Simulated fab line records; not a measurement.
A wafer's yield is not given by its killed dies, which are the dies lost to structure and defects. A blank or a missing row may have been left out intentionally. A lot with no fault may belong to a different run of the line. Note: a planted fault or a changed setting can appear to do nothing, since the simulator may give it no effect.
Chamber matching :: flow n5 finfet :: N5_BEOL_M3_PRE_CLEAN_60 on cvd co-01 has 3 sister chambers
The step time 15 s. 3 wafers are shown with their chamber, then 12 later ones without.

== EACH WAFER AND ITS CHAMBER ==
wafer: L090.1
chamber: 1
heater power w (W): 115

wafer: L090.2
chamber: 0
heater power w (W): 51

wafer: L090.3
chamber: 2
heater power w (W): 78

== WAFERS WITH NO CHAMBER GIVEN ==
wafer: L092.1
heater power w (W): 50

wafer: L092.2
heater power w (W): 114

wafer: L092.3
heater power w (W): 79

wafer: L091.1
heater power w (W): 77

wafer: L091.4
heater power w (W): 78

wafer: L091.6
heater power w (W): 50

wafer: L093.3
heater power w (W): 79

wafer: L093.4
heater power w (W): 116

wafer: L093.6
heater power w (W): 51

wafer: L096.1
heater power w (W): 51

wafer: L096.2
heater power w (W): 113

wafer: L096.5
heater power w (W): 79

== THE CHAMBER EACH PASSED THROUGH ==
wafer: L092.1
from the rows above: 0
in truth: 0

wafer: L092.2
from the rows above: 1
in truth: 1

wafer: L092.3
from the rows above: 2
in truth: 2

wafer: L091.1
from the rows above: 2
in truth: 2

wafer: L091.4
from the rows above: 2
in truth: 2

wafer: L091.6
from the rows above: 0
in truth: 0

wafer: L093.3
from the rows above: 2
in truth: 2

wafer: L093.4
from the rows above: 1
in truth: 1

wafer: L093.6
from the rows above: 0
in truth: 0

wafer: L096.1
from the rows above: 0
in truth: 0

wafer: L096.2
from the rows above: 1
in truth: 1

wafer: L096.5
from the rows above: 2
in truth: 2
Correct placement for 12 of the 12. From these rows, 0 cannot be placed. Wrongly placed: 0.
How it was worked out, from the rows above alone: a wafer's distance from a chamber is the root of the sum, over the readings, of the square of ((its reading less the chamber's mean) divided by the reading's scatter). If the next closest chamber is less than 2 further off than the closest, the wafer can't be placed; otherwise it belongs to the closest. A chamber's mean is the mean of its shown wafers. The scatter (one wafer shown for each chamber): square how far every hidden wafer sits from the nearest shown wafer, average those squares and take the square root.
